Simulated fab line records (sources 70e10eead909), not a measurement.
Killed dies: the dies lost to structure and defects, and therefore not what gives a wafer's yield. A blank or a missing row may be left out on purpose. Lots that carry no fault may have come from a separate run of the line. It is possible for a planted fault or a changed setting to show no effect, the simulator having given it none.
The tool behind it: which one? -- flow nand harc -- 22 lots, 66 wafers sampled, at 1 step of a route of 1159

WHAT THE GAUGES READ, wafer by wafer
NHARC_A_CHANNEL_HOLE_D1_OVL_MEAS_11.
lot,measured,on,overlay x nm (nm),overlay y nm (nm)
L074,day 8 07:23,overlay-02,1.6 1.3 1.3,1.3 1.3 1.6
L075,day 8 16:32,overlay-02,0.4 -0.1 0.6,0.6 0.4 1.0
L077,day 8 16:43,overlay-01,-0.3 -0.1 -0.6,0.3 -0.6 0.4
L079,day 9 09:05,overlay-02,-0.5 -0.4 -0.1,-1.4 -0.6 -1.7
L080,day 9 09:43,overlay-02,-0.1 0.1 0.8,0.8 0.8 0.2
L078,day 9 10:52,overlay-02,0.1 0.4 0.1,-0.2 -0.2 -0.6
L081,day 9 17:47,overlay-01,-0.5 -0.8 -0.4,1.5 1.5 1.8
L082,day 10 04:18,overlay-02,0.3 0.0 0.1,-0.3 -1.1 -0.2
L083,day 10 11:38,overlay-01,1.7 1.8 2.2,0.7 0.0 0.0
L084,day 11 00:44,overlay-02,0.6 -0.1 0.5,-1.4 -1.3 -1.1
L087,day 11 08:40,overlay-02,0.8 0.5 0.9,-0.2 0.7 0.2
L086,day 11 08:48,overlay-01,-0.4 -0.5 0.1,-0.2 -0.3 0.1
L089,day 12 03:35,overlay-02,-0.2 0.5 0.9,0.2 0.4 0.3
L088,day 12 03:48,overlay-01,0.2 0.4 0.1,0.7 0.4 0.3
L093,day 12 13:47,overlay-02,1.5 1.7 1.2,-1.0 -1.3 -0.5
L091,day 12 13:56,overlay-02,-0.4 -0.3 0.0,-0.6 -0.5 -0.5
L092,day 12 15:03,overlay-02,0.7 0.7 0.6,0.4 0.2 0.2
L090,day 12 15:41,overlay-02,0.8 1.1 0.1,-0.2 -0.7 0.3
L094,day 13 02:48,overlay-01,-1.0 -1.2 -0.9,0.8 0.5 0.2
L095,day 13 19:52,overlay-02,0.2 -0.5 -0.5,-0.8 -0.1 -1.0
L096,day 13 19:52,overlay-02,-0.6 -0.7 -0.4,-0.5 -0.3 0.1
L097,day 13 21:05,overlay-02,-0.3 0.1 -0.5,1.7 1.7 1.5

TOOL THAT RAN EACH LOT (tool first, then ch and the chambers of the sampled wafers, then the start)
Before these readings, the record contains no process step.

AS READ BY THE TOOLS THEMSELVES (means over the sampled wafers that have a number; for cases with no such wafer, the mark the record gives instead)
The record holds no such reading with a usual standard deviation.

THE ANSWER, worked out from the rows above alone
Rule: the usual values come from the lots themselves. Put in order of their means at a reading, lots are off if they are a third of the lots or fewer, leave a main group of 4 or more, and stand apart from it by a gap of 3 or more times the standard deviation of the main group's means; of several such gaps the widest counts. A main group is skipped when, at the precision printed for the reading in the tables above, its means are all equal. Also off: a lot with no number at a reading for which 4 or more lots have one. All remaining lots with rows at the step are treated as sound. First the gauges in route order, then the tools' own readings, where a lot's mean is used as printed above. At the first step where some lot is off, the reading lying furthest off is the one used; lots without a number count as furthest.
No lot is off on any of the readings shown, so nothing can be concluded from this.

WHAT THE SIMULATOR HAD PUT IN
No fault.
